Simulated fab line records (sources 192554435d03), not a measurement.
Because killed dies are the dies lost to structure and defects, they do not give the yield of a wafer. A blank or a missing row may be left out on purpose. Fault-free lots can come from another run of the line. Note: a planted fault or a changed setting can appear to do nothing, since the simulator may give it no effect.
Split-lot study -- flow n5Finfet -- on a route of 1938 steps: 7 lots, 21 wafers read

## ABOUT THE SPLIT
At N5_BEOL_M12_TRENCH_ETCH_34 (etches SiOC in C4F8/O2/Ar, target depth 318.95 nm, time 125.5 s), the setting timeS was moved away from the recipe's 125.5 s on 5 of the 21 wafers read, by -12.7% to +20.1%. The other wafers ran this setting at the recipe's value.

## FROM THE SPLIT TO THE READING: what the file shows between them, 10 steps
- N5_BEOL_M12_STRIP_70: strips in C4F8/O2/Ar
- N5_BEOL_M12_OCD_MEAS_35
- N5_BEOL_M12_STRIP_37: strips in N2/H2
- N5_BEOL_M12_ETCH_38: etches SiCN in CF4/N2, target depth 68.7 nm, time 73.4 s
- N5_BEOL_M12_ECD_47: material Cu, target thk 720 nm
- N5_BEOL_M12_ANNEAL_48: time 90 s
- N5_BEOL_M12_CMP_49: polishes, stops on SiOC, t overpolish 20.6 s, target thk 320 nm
- N5_BEOL_M12_THK_MEAS_50: measures by xrf
- N5_BEOL_M12_PRE_CLEAN_52: time 15 s
- N5_BEOL_M12_DEP_53: deposits SiCN from 3MS/NH3, target thk 30 nm, time 10.5 s

## THE READING
M12_RS, in ohm/sq, at N5_BEOL_M12_RS_MEAS_54 (measures by four-point-probe). On this fab line, fault-free wafers typically give 0.0601 ohm/sq with a standard deviation of 0.00094 ohm/sq.

wafer,"tool, chamber at the split","timeS as run, s",against the recipe,"M12_RS, ohm/sq",against lot-mates on the recipe
L078.2,"rieDiel-01, 0",125.5,recipe,0.0600,-
L078.3,"rieDiel-01, 3",125.5,recipe,0.0614,-
L078.4,"rieDiel-01, 3",125.5,recipe,0.0617,-
L079.3,"rieDiel-01, 3",125.5,recipe,0.0606,-
L079.4,"rieDiel-01, 2",138.4,+10.3%,0.0551,-0.0054
L079.6,"rieDiel-01, 1",125.5,recipe,0.0604,-
L085.2,"rieDiel-04, 0",150.7,+20.1%,0.0478,-0.0129
L085.3,"rieDiel-04, 3",125.5,recipe,0.0605,-
L085.6,"rieDiel-04, 3",125.5,recipe,0.0610,-
L089.1,"rieDiel-04, 1",125.5,recipe,0.0607,-
L089.3,"rieDiel-04, 0",109.5,-12.7%,0.0668,+0.0068
L089.5,"rieDiel-04, 2",125.5,recipe,0.0593,-
L090.3,"rieDiel-01, 2",125.5,recipe,0.0615,-
L090.5,"rieDiel-01, 1",125.5,recipe,0.0606,-
L090.6,"rieDiel-01, 0",125.5,recipe,0.0604,-
L088.2,"rieDiel-04, 1",125.5,recipe,0.0604,-
L088.3,"rieDiel-04, 0",135.3,+7.8%,0.0541,-0.0063
L088.5,"rieDiel-04, 0",135.3,+7.8%,0.0537,-0.0067
L093.2,"rieDiel-04, 0",125.5,recipe,0.0582,-
L093.3,"rieDiel-04, 3",125.5,recipe,0.0584,-
L093.5,"rieDiel-04, 0",125.5,recipe,0.0583,-

THE FIT
A straight line over all 21 wafers: M12_RS changes by -0.000604 ohm/sq for each +1% of timeS; r = -0.96; the points scatter about the line by 0.0012 ohm/sq.
The same after taking each lot's own level away (the mean of its wafers on the recipe; 21 wafers): -0.000628 ohm/sq for each +1%; r = -0.98; scatter 0.00075 ohm/sq.
According to that fit, moving timeS by its largest amount changes the reading by 0.013 ohm/sq.
The lots' own levels span 0.05830 to 0.06103 ohm/sq, that is 2.9 times the standard deviation above.
Hence the lot-to-lot level has little effect on the slope; both slopes agree.
Check: with one of the wafers moved furthest among these (+20.1%) left out of the fit, the line predicts -0.0126 ohm/sq for it against its lot-mates. It came out at -0.0129 ohm/sq against them.

## THE WHOLE CHAIN: every reading that the file lists as answering this split, in the file's order
step,what it does,reading,change (the file's fit),r (the file's)
N5_BEOL_M12_TRENCH_ETCH_34,"etches SiOC in C4F8/O2/Ar, target depth 318.95 nm, time 125.5 s","etch.depthNm (the simulator's own value, which no gauge read)",+3.56 nm for each +1% of the setting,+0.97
N5_BEOL_M12_OCD_MEAS_35,,trenchDepthNm,+3.57 nm for each +1% of the setting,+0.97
N5_BEOL_M12_CMP_49,"polishes, stops on SiOC, t overpolish 20.6 s, target thk 320 nm","Cu_of_BEOL_M12_ECD_47.thkNm (the simulator's own value, which no gauge read)",+3.59 nm for each +1% of the setting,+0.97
N5_BEOL_M12_THK_MEAS_50,measures by xrf,M12_THK,+3.63 for each +1% of the setting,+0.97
N5_BEOL_M12_RS_MEAS_54,measures by four-point-probe,M12_RS,-0.000618 for each +1% of the setting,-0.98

## FILE'S OWN FIT
M12_RS changes by -0.000618 ohm/sq for each +1% of timeS, r = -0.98.
